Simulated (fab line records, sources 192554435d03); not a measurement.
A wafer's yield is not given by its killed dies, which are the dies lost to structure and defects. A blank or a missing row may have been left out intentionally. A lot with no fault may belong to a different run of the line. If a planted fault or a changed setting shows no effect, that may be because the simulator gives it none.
Which tool is to blame? + flow n5_finfet + 11 lots, 33 wafers sampled, at 3 steps of a route of 1938

## WHAT EACH GAUGE READ, for each wafer
N5_BEOL_M5_INSPECT_30: inspects for defects (brightfield).
| lot  | measured     | on                | raw_defect_count |
|------|--------------|-------------------|------------------|
| L411 | day 7 19:14  | defect_inspect-01 | 425 350 447      |
| L418 | day 9 13:33  | defect_inspect-01 | 334 368 386      |
| L417 | day 9 17:04  | defect_inspect-02 | 273 269 468      |
| L419 | day 9 17:38  | defect_inspect-02 | 394 375 366      |
| L421 | day 10 10:30 | defect_inspect-01 | 560 357 396      |
| L422 | day 10 18:55 | defect_inspect-01 | 483 436 435      |
| L423 | day 11 05:53 | defect_inspect-01 | 506 473 550      |
| L425 | day 11 10:01 | defect_inspect-01 | 478 539 724      |
| L424 | day 11 13:27 | defect_inspect-02 | 284 236 207      |
| L427 | day 12 05:26 | defect_inspect-01 | 406 458 543      |
| L431 | day 13 00:25 | defect_inspect-01 | 335 238 279      |

## WHAT TOOL EACH LOT RAN ON (gives the tool, then ch and the chambers of the sampled wafers, and finally the start)
| lot  | N5_BEOL_M5_ETCH_62                 | N5_BEOL_M5_COAT_66                |
|------|------------------------------------|-----------------------------------|
| L411 | rie_diel-01 ch 0,2,3, day 7 18:29  | litho_track-05 ch 0, day 7 18:53  |
| L418 | rie_diel-04 ch 0,2,3, day 9 12:48  | litho_track-05 ch 0, day 9 13:11  |
| L417 | rie_diel-01 ch 0,1,3, day 9 14:26  | litho_track-02 ch 0, day 9 16:35  |
| L419 | rie_diel-01 ch 0,1, day 9 14:49    | litho_track-05 ch 0, day 9 17:16  |
| L421 | rie_diel-01 ch 0,2,3, day 10 08:50 | litho_track-02 ch 0, day 10 10:08 |
| L422 | rie_diel-01 ch 0,1,2, day 10 18:10 | litho_track-05 ch 0, day 10 18:32 |
| L423 | rie_diel-02 ch 1,2,3, day 11 04:43 | litho_track-03 ch 0, day 11 05:31 |
| L425 | rie_diel-04 ch 0,1, day 11 07:26   | litho_track-05 ch 0, day 11 09:39 |
| L424 | rie_diel-01 ch 1,2, day 11 11:26   | litho_track-02 ch 0, day 11 13:05 |
| L427 | rie_diel-01 ch 1,2,3, day 12 02:47 | litho_track-05 ch 0, day 12 05:02 |
| L431 | rie_diel-02 ch 0,1,2, day 12 23:14 | litho_track-02 ch 0, day 12 23:56 |
- N5_BEOL_M5_ETCH_62: etches SOC in N2/H2, target depth 75 nm, overetch 15 nm, time 112.5 s.
- N5_BEOL_M5_COAT_66: time 60 s, resist thk 12 nm.

## THE ANSWER, worked out from the rows above alone
Rule: what is usual is taken from the lots themselves. Put in order of their means at a reading, lots are off if they are a third of the lots or fewer, leave a main group of 4 or more, and stand apart from it by a gap of 3 or more times the standard deviation of the main group's means; of several such gaps the widest counts. A main group is skipped when, at the precision printed for the reading in the tables above, its means are all equal. Also off: a lot with no number at a reading for which 4 or more lots have one. All remaining lots with rows at the step are treated as sound.
No lot is off at any reading shown: from this, nothing can be told.

## WHAT WAS PUT IN BY THE SIMULATOR
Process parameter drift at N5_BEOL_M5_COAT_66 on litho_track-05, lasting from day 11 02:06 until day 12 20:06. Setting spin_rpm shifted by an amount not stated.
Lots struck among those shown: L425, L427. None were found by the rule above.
